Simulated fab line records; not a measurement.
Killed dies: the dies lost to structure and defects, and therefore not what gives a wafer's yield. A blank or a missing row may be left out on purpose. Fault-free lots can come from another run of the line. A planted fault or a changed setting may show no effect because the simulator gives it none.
Problem report in the 8D (eight disciplines) form, filled by code    flow n5-finfet    the parts of the form that need people (team, actions taken, sign-off) are left out

## 1. THE ISSUE
At N5_PASSIVATION_PROBE_49, killed_at_M4_up averages 1100 over 6 wafers from 2 lots, while fault-free wafers read 13, standard deviation 4.7. That is +99 or more standard deviations from the usual mean.
Seen first at day 11 13:38 on prober-02, wafer L881.1. The record has a number at this step for 20 wafers belonging to 8 lots. By rule, "out" or "out of limits" means more than 4 standard deviations away from the usual mean. All remaining wafers that have a number are taken as sound.

## 2. WHAT IT IS, AND WHAT IT ISN'T
question                     is                                                                                                                   is not
which readings at this step  killed_at_M4_up, defect-limited-yield, killed-dies, killed-on-rim, sort_bin_5_function, sort-n-pass, sort-yield-pct  killed-at-contacts, killed-open, sort_bin_8_speed
which lots                   L881, L884                                                                                                           L885, L886, L893, L895, L896, L900
which wafers of those lots   all that have a number                                                                                               -
read on which tools          prober-01, prober-02                                                                                                 -
when                         from day 11 13:38                                                                                                    up to then (0 sound wafers); but 14 sound wafers of L885, L886, L893, L895, L896, L900 came after

## 3. SUSPECTS, AND WHAT RULES EACH OUT
Counting: any tool at a process step up to the reading is kept as a suspect provided that every lot that is out went through it and no sound lot did after the first of them.
- rie-diel-02 at N5_BEOL_M11_STRIP_67 (strips in CF4): ruled out as a lasting fault. Sound lots L895, L896 ran on it after its first lot that is out, L881 (day 9 16:12).
- rie-diel-06 at N5_BEOL_M11_VIA_ETCH_34 (etches SiCOH lowk in C4F6/O2, target depth 184.5 nm, time 69.2 s): ruled out as a lasting fault. Sound lots L886, L893, L896 ran on it after its first lot that is out, L881 (day 9 17:46).
Left after counting: nothing in the record.

## 4. THE CAUSE (what the simulator had put in)
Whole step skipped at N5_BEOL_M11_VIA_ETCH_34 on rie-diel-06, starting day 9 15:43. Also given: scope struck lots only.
It was ruled out by counting, in error; the rule expects a fault to strike all lots run on its tool from its start on, and this fault did not.

## 5. SEQUENCE OF EFFECTS, ordered by route
Each row: a reading where the mean over the struck wafers with a number is more than 3 standard deviations away from the usual. Only readings whose record carries a usual standard deviation are examined. hours: median over the lots of the time between each lot's start at the first step of this table that gives one and its start at this step. sigmas: the change, counted in usual standard deviations.
hours  step                     reading               usual   on struck wafers  change  sigmas
0      N5_PASSIVATION_PROBE_49  defect-limited-yield  91.2 %  0.0               -91.2   -65
0      N5_PASSIVATION_PROBE_49  killed_at_M4_up       13      1100              +1086   +99 or more
0      N5_PASSIVATION_PROBE_49  killed-dies           104     1180              +1076   +63
0      N5_PASSIVATION_PROBE_49  killed-on-rim         14      152               +138    +34
0      N5_PASSIVATION_PROBE_49  sort_bin_5_function   5.1 %   96.7              +91.6   +97
0      N5_PASSIVATION_PROBE_49  sort-n-pass           1074    0                 -1074   -45
0      N5_PASSIVATION_PROBE_49  sort-yield-pct        91.1 %  0.0               -91.1   -46
Here are the process steps it includes:
- N5_PASSIVATION_PROBE_49
Readings that are blank on the struck wafers while sound wafers have them: C4F6_flow_sccm at N5_BEOL_M11_VIA_ETCH_34; O2_flow_sccm at N5_BEOL_M11_VIA_ETCH_34; bias-w at N5_BEOL_M11_VIA_ETCH_34; drypump-motor-current-A at N5_BEOL_M11_VIA_ETCH_34; oes_ar_750_au at N5_BEOL_M11_VIA_ETCH_34; oes-product-au at N5_BEOL_M11_VIA_ETCH_34; rf-vpp-V at N5_BEOL_M11_VIA_ETCH_34; showerhead-plenum-p-Torr at N5_BEOL_M11_VIA_ETCH_34; and 1 more.

## 6. WHAT WOULD HAVE CAUGHT IT SOONER
46 hours passed between the start of the fault at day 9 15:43 and the first reading out of limits in this record, taken at day 11 13:38.
At N5_BEOL_M11_VIA_ETCH_34 the tool's readings are blank on the struck wafers, where sound wafers have them: an empty tool record is the first sign, and it was there at once.
